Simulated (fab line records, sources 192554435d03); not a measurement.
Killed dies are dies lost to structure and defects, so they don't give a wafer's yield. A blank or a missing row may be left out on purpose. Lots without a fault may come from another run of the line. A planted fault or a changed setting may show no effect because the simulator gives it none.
Chamber matching | flow n5_finfet | N5_PMOS_HMC_CHANNEL_EPI_HM_DEP_34 on pecvd-01: 3 sister chambers
The step deposits SiO2 from TEOS/O2, target thk 36 nm, time 6.9 s. 6 wafers are shown with their chamber, then 10 later ones without.

WAFERS WITH THEIR CHAMBER
wafer  | chamber | throttle_valve_pct (%) | showerhead_plenum_p_Torr (Torr)
L083.4 | 1       | 19.7                   | 8.27
L088.5 | 2       | 18.0                   | 8.33
L091.3 | 1       | 19.4                   | 8.27
L091.5 | 2       | 17.9                   | 8.34
L092.2 | 0       | 17.7                   | 8.34
L092.4 | 0       | 17.9                   | 8.32

WAFERS WITHOUT THEIR CHAMBER
wafer  | throttle_valve_pct (%) | showerhead_plenum_p_Torr (Torr)
L092.5 | 18.1                   | 8.35
L093.2 | 17.8                   | 8.34
L093.3 | 17.9                   | 8.34
L093.4 | 17.9                   | 8.35
L094.2 | 17.6                   | 8.32
L094.4 | 19.6                   | 8.24
L094.5 | 17.7                   | 8.32
L096.2 | 19.8                   | 8.25
L096.3 | 17.9                   | 8.34
L096.5 | 18.0                   | 8.33

WHICH CHAMBER EACH WENT THROUGH
wafer  | from the rows above     | in truth
L092.5 | can't be placed: 2 or 0 | 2
L093.2 | can't be placed: 0 or 2 | 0
L093.3 | can't be placed: 2 or 0 | 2
L093.4 | can't be placed: 2 or 0 | 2
L094.2 | can't be placed: 0 or 2 | 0
L094.4 | 1                       | 1
L094.5 | can't be placed: 0 or 2 | 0
L096.2 | 1                       | 1
L096.3 | can't be placed: 2 or 0 | 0
L096.5 | can't be placed: 2 or 0 | 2
Placed correctly: 2 of 10. Can't be placed from these rows: 8 (the true chamber is among the candidates in 8). Placed wrongly: 0.
How it was worked out, from the rows above alone: a wafer's distance from a chamber is the root of the sum, over the readings, of the square of ((its reading less the chamber's mean) divided by the reading's scatter). The wafer belongs to the nearest chamber; if the next one is less than 2 further off, it can't be placed. A chamber's mean is the mean of its shown wafers. The scatter: the root of (the sum of the squares of (reading less its chamber's mean) over the shown wafers, divided by (wafers less chambers)).
